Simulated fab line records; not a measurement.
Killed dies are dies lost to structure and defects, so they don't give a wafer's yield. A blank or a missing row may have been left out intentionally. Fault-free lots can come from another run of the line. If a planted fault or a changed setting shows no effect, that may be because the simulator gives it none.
Problem report in the 8D (eight disciplines) form, filled by code	flow n5Finfet	the parts of the form that need people (team, actions taken, sign-off) are left out

1. WHAT IS WRONG
Wafers without a fault read 1499.9 rpm, standard deviation 1.1; spinSpeedRpm at N5_FIN_SAQP_COAT_49 reads a mean of 1436.2 rpm on 6 wafers belonging to 2 lots. That puts it -58 standard deviations away from the usual mean.
The step: time 60 s, resist thk 100 nm.
First seen on wafer L246.1, day 4 22:46, on lithoTrack-05. The record holds 12 wafers of 4 lots with a number at this step. By rule, "out" or "out of limits" means more than 4 standard deviations away from the usual mean. The other wafers with a number count as sound.

2. WHAT IT IS, AND WHAT IT ISN'T
question	is	is not
which readings at this step	spinSpeedRpm	-
which lots	L246, L250	L234, L254
which wafers of those lots	all that have a number	-
read on which tools	lithoTrack-05	lithoTrack-02
when	from day 4 22:46	up to then (3 sound wafers); but 3 sound wafers of L254 came after

3. THE SUSPECTS, EACH WITH WHAT RULES IT OUT
Counting: a tool at a process step up to the reading stays a suspect if it ran every lot that is out and no sound lot after the first of them.
- lithoTrack-05 at N5_FIN_SAQP_COAT_49 (time 60 s, resist thk 100 nm): kept. Every lot that is out went through it, starting with L246 (day 4 22:46), and after that it ran no sound lot; the last sound lot it ran before then is L234 (day 1 21:58). On those wafers its own readings are out: spinSpeedRpm.
After counting, what remains is lithoTrack-05 at N5_FIN_SAQP_COAT_49.

4. THE CAUSE (what the simulator had put in)
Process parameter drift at N5_FIN_SAQP_COAT_49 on lithoTrack-05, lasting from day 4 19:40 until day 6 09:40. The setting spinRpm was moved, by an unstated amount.
Counting left only this tool.

5. THE CHAIN OF EFFECTS, in route order
Each row: a reading where the mean over the struck wafers with a number is more than 3 standard deviations away from the usual. Readings are gone through only where the record gives a usual standard deviation; hours: the median, over the lots, of the time from a lot's start at the first step in this table giving one to that lot's start at this step; sigmas: the change measured in usual standard deviations.
hours	step	reading	usual	on struck wafers	change	sigmas
0	N5_FIN_SAQP_COAT_49	spinSpeedRpm	1499.9 rpm	1436.2	-63.8	-58
It contains these process steps:
- N5_FIN_SAQP_COAT_49: time 60 s, resist thk 100 nm.
Later measuring or inspecting steps at which every struck wafer that the step has a row for has a number for every such reading, and none has moved that far: N5_BEOL_M4_RC_MEAS_101.

6. WHAT WOULD HAVE CAUGHT IT SOONER
First out-of-limits reading in this record: day 4 22:46, which is 3 hours after fault onset at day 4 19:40.
